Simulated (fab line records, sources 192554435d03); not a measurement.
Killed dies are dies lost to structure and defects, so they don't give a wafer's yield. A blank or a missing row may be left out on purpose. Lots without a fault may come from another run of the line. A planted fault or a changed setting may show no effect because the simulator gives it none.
One fault seen from 3 desks | flow n5_finfet | each desk has only its own numbers; what lay behind them comes last

THE DEFECT DESK
What the inspections along the route counted, lot by lot: means of the sampled wafers that have a number. A lot is out of limits, marked OUT, if its mean lies more than 4 standard deviations from the usual mean; the brackets give that distance.
Columns: A = raw_defect_count at N5_PASSIVATION_INSPECT_61, usual 1.9
lot  | first seen here | A
L147 | day 13 08:41    | 1.3
L152 | day 15 11:02    | 1.3
L158 | day 16 15:10    | 2.0
L156 | day 16 18:50    | 1.7
L159 | day 17 01:00    | 2.3
L161 | day 17 13:29    | 3.0
This desk's finding: nothing out of limits on any of the 6 lots.

THE METROLOGY DESK
What the gauges read, lot by lot, whatever tool the lot ran on: means of the sampled wafers that have a number. A lot is out of limits, marked OUT, if its mean lies more than 4 standard deviations from the usual mean; the brackets give that distance.
Columns: A = cd_nm at N5_PASSIVATION_CD_MEAS_10, usual 2999.6 nm; B = TV_OVL at N5_PASSIVATION_OVL_MEAS_60, usual 3 nm
lot  | first seen here | A      | B
L147 | day 13 08:38    | 3002.0 | -1
L152 | day 15 10:59    | 2997.1 | -2
L158 | day 16 15:06    | 3002.3 | 10
L156 | day 16 18:47    | 3001.0 | 3
L159 | day 17 00:56    | 2998.8 | 0
L161 | day 17 13:26    | 2999.9 | 1
This desk's finding: nothing out of limits on any of the 6 lots.

THE TOOL OWNER'S DESK: rie_diel-01
The tool's own readings at N5_PASSIVATION_PASS_ETCH_74 (etches SiNx in CF4/O2, target depth 220 nm, time 110 s): means of the sampled wafers that have a number, for each lot that ran on this tool. A lot is out of limits, marked OUT, if its mean lies more than 4 standard deviations from the usual mean; the brackets give that distance.
Columns: A = bias_w at N5_PASSIVATION_PASS_ETCH_74, usual 49.00 W; B = drypump_motor_current_A at N5_PASSIVATION_PASS_ETCH_74, usual 5.8 A; C = oes_product_au at N5_PASSIVATION_PASS_ETCH_74, usual 0.76 a.u.; D = rf_vpp_V at N5_PASSIVATION_PASS_ETCH_74, usual 242 V; E = showerhead_plenum_p_Torr at N5_PASSIVATION_PASS_ETCH_74, usual 2.20 Torr; F = throttle_valve_pct at N5_PASSIVATION_PASS_ETCH_74, usual 16.08 %
lot  | first seen here | A     | B   | C    | D   | E    | F
L152 | day 15 11:08    | 48.98 | 5.3 | 0.68 | 244 | 2.16 | 16.19
L158 | day 16 15:16    | 49.04 | 6.0 | 0.90 | 243 | 2.15 | 16.37
L156 | day 16 18:56    | 48.84 | 6.0 | 0.91 | 243 | 2.15 | 16.38
This desk's finding: nothing out of limits on any of the 3 lots.

PUT TOGETHER
The defect desk saw nothing out of limits.
The metrology desk saw nothing out of limits.
The tool owner's desk saw nothing out of limits.

WHAT THE SIMULATOR HAD PUT IN
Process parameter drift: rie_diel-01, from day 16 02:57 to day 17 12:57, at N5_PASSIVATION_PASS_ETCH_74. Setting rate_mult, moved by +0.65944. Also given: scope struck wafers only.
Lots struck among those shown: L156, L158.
